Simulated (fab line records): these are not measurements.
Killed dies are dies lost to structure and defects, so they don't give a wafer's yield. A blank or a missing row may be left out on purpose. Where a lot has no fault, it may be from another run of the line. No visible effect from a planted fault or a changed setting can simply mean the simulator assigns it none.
Matching of chambers || flow n5Finfet || N5_FIN_SAQP_PECVD_48 on pecvd-03 has 3 sister chambers
The step deposits SiNx from SiH4/NH3/N2, target thk 25 nm, time 22.1 s. 3 wafers are shown with their chamber, then 9 later ones without.

WAFERS, EACH WITH ITS CHAMBER
{"wafer": "L087.1", "chamber": 1, "throttleValvePct (%)": 38.7}
{"wafer": "L087.2", "chamber": 0, "throttleValvePct (%)": 39.7}
{"wafer": "L087.3", "chamber": 2, "throttleValvePct (%)": 38.2}

WAFERS WITH NO CHAMBER GIVEN
{"wafer": "L088.3", "throttleValvePct (%)": 38.5}
{"wafer": "L088.5", "throttleValvePct (%)": 39.0}
{"wafer": "L088.6", "throttleValvePct (%)": 39.6}
{"wafer": "L094.2", "throttleValvePct (%)": 38.4}
{"wafer": "L094.3", "throttleValvePct (%)": 39.4}
{"wafer": "L094.5", "throttleValvePct (%)": 39.7}
{"wafer": "L097.1", "throttleValvePct (%)": 38.8}
{"wafer": "L097.3", "throttleValvePct (%)": 39.7}
{"wafer": "L097.6", "throttleValvePct (%)": 38.9}

WHICH CHAMBER EACH WENT THROUGH
{"wafer": "L088.3", "from the rows above": "can't be placed: 1 or 2", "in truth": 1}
{"wafer": "L088.5", "from the rows above": 1, "in truth": 1}
{"wafer": "L088.6", "from the rows above": 0, "in truth": 0}
{"wafer": "L094.2", "from the rows above": "can't be placed: 2 or 1", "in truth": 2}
{"wafer": "L094.3", "from the rows above": 0, "in truth": 0}
{"wafer": "L094.5", "from the rows above": 0, "in truth": 0}
{"wafer": "L097.1", "from the rows above": 1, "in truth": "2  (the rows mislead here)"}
{"wafer": "L097.3", "from the rows above": 0, "in truth": 0}
{"wafer": "L097.6", "from the rows above": 1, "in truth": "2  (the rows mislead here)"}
Correct placement for 5 of the 9. Can't be placed from these rows: 2 (the true chamber is among the candidates in 2). 2 placed wrongly.
How it was worked out, from the rows above alone: a wafer's distance from a chamber is the root of the sum, over the readings, of the square of ((its reading less the chamber's mean) divided by the reading's scatter). The wafer belongs to the nearest chamber; if the next one is less than 2 further off, it can't be placed. Each chamber's mean is taken over the wafers shown for it. The scatter: with one shown wafer a chamber, the root of the mean of the squares of how far each hidden wafer lies from its nearest shown one.
